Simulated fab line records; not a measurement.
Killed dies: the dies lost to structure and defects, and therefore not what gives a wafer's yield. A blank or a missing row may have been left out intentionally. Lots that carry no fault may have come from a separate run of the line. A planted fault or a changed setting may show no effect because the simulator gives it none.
Problem report, 8D (eight disciplines) form, completed by code + flow n5 finfet + the parts of the form that need people (team, actions taken, sign-off) are left out

== 1. PROBLEM STATEMENT ==
Mean of spin speed rpm at N5_FIN_CUT_COAT_18: 1819.2 rpm across 6 wafers in 2 lots; on wafers with no fault it is 1500.2 rpm (standard deviation 0.96). That is +99 or more standard deviations from the usual mean.
The step: time 60 s, resist thk 230 nm.
The first sign was on wafer L884.1 at day 5 05:26, on litho track-03. The record has a number at this step for 27 wafers belonging to 9 lots. Rule for "out" (also "out of limits"): further than 4 standard deviations from the usual mean. Any other wafer with a number is counted as sound.

== 2. WHAT IT IS; WHAT IT IS NOT ==
| question                    | is                     | is not                                                                          |
|-----------------------------|------------------------|---------------------------------------------------------------------------------|
| which readings at this step | spin speed rpm         | heater power total W                                                            |
| which lots                  | L884, L885             | L873, L877, L878, L879, L891, L893, L895                                        |
| which wafers of those lots  | all that have a number | -                                                                               |
| read on which tools         | litho track-03         | litho track-04, litho track-05                                                  |
| when                        | from day 5 05:26       | up to then (12 sound wafers); but 9 sound wafers of L891, L893, L895 came after |

== 3. WHAT RULES OUT EACH SUSPECT ==
Counting: any tool at a process step up to the reading is kept as a suspect provided that every lot that is out went through it and no sound lot did after the first of them.
- vapor etch-02 at N5_FIN_SAQP_RECESS_71 (chemistry HF/NH3, target SiO2, target depth 3 nm, afs cycles 1, sublimation time 60 s): ruled out as a lasting fault. The sound lots L893 went through it after L884, its earliest lot that is out (day 5 03:05).
- rie diel-02 at N5_FIN_SAQP_ETCH_34 (etches SiO2 in C4F6/O2, target depth 45 nm, time 15 s): ruled out as a lasting fault. The sound lots L895 went through it after L884, its earliest lot that is out (day 5 04:56).
- litho track-03 at N5_FIN_CUT_COAT_18 (time 60 s, resist thk 230 nm): kept. Every lot that is out went through it, starting with L884 (day 5 05:26), and after that it ran no sound lot; the last sound lot it ran before then is L878 (day 3 13:56). Its own spin speed rpm readings are out on those wafers.
Remaining after the count: litho track-03 at N5_FIN_CUT_COAT_18.

== 4. THE CAUSE (what the simulator had put in) ==
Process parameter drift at N5_FIN_CUT_COAT_18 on litho track-03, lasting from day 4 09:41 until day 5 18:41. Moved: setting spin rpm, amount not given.
After counting, this tool was the only one left.

== 5. THE CHAIN OF EFFECTS, in route order ==
One row per reading whose mean, taken over the struck wafers that have a number, lies over 3 standard deviations from the usual. Scope: only readings with a usual standard deviation given in the record; hours: median across lots of the time from each lot's start at the first step in this table that gives one to its start at this step; sigmas: change in usual standard deviations.
| hours | step               | reading        | usual      | on struck wafers | change | sigmas      |
|-------|--------------------|----------------|------------|------------------|--------|-------------|
| 0     | N5_FIN_CUT_COAT_18 | spin speed rpm | 1500.2 rpm | 1819.2           | +319.0 | +99 or more |
The process steps in it:
- N5_FIN_CUT_COAT_18: time 60 s, resist thk 230 nm.
Later measuring or inspecting steps at which every struck wafer that the step has a row for has a number for every such reading, and none has moved that far: N5_BEOL_M4_RC_MEAS_101.

== 6. HOW IT WOULD HAVE BEEN CAUGHT EARLIER ==
The fault began at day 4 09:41; the first out-of-limits reading in this record came at day 5 05:26, 20 hours later.
